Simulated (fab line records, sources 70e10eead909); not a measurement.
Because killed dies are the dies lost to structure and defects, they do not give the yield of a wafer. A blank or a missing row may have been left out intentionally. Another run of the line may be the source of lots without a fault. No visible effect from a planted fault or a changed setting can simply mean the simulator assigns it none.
Which tool is to blame? -- flow nandHarc -- 18 wafers from 6 lots sampled at 4 of the route's 1159 steps

== WHAT THE GAUGES READ, wafer by wafer ==
NHARC_END_SORT_01.
lot,measured,on,killedAtArray
L330,day 19 19:31,prober-01,22 28 27
L341,day 23 16:36,prober-01,28 38 20
L344,day 24 05:08,prober-01,51 41 45

== TOOL THAT RAN EACH LOT (tool first, then ch and the chambers of the sampled wafers, then the start) ==
lot,NHARC_A_M0_DEVELOP_08,NHARC_A_M0_STRIP_18,NHARC_A_M0_ANNEAL_30
L330,"lithoTrack-06 ch 0, day 17 21:00","rieDiel-13 ch 0,2,3, day 17 22:00","rtpAnneal-02 ch 0, day 17 23:17"
L331,"lithoTrack-01 ch 0, day 18 17:00","rieDiel-13 ch 0,2,3, day 18 17:57","rtpAnneal-01 ch 0, day 18 19:29"
L336,"lithoTrack-04 ch 0, day 20 17:00","rieDiel-06 ch 0,1,3, day 20 18:38","rtpAnneal-01 ch 0, day 20 19:53"
L341,"lithoTrack-01 ch 0, day 22 00:00","rieDiel-12 ch 0,3, day 22 01:05","rtpAnneal-02 ch 0, day 22 02:26"
L344,"lithoTrack-04 ch 0, day 22 10:00","rieDiel-06 ch 0,2,3, day 22 11:20","rtpAnneal-01 ch 0, day 22 12:51"
L348,"lithoTrack-06 ch 0, day 23 09:00","rieDiel-06 ch 1,2,3, day 23 09:39","rtpAnneal-01 ch 0, day 23 10:58"
- NHARC_A_M0_DEVELOP_08: develop time 35 s.
- NHARC_A_M0_STRIP_18: strips in N2/H2.
- NHARC_A_M0_ANNEAL_30: time 90 s.

== THE ANSWER, worked out from the rows above alone ==
Rule: what is usual is taken from the lots themselves. Put in order of their means at a reading, lots are off if they are a third of the lots or fewer, leave a main group of 4 or more, and stand apart from it by a gap of 3 or more times the standard deviation of the main group's means; of several such gaps the widest counts. If all means in a main group match to the digits the tables above print for the reading, that group is not used. Also off: a lot with no number at a reading for which 4 or more lots have one. All remaining lots with rows at the step are treated as sound.
Nothing can be told from this: no lot is off at any reading shown.

== WHAT THE SIMULATOR HAD INSERTED ==
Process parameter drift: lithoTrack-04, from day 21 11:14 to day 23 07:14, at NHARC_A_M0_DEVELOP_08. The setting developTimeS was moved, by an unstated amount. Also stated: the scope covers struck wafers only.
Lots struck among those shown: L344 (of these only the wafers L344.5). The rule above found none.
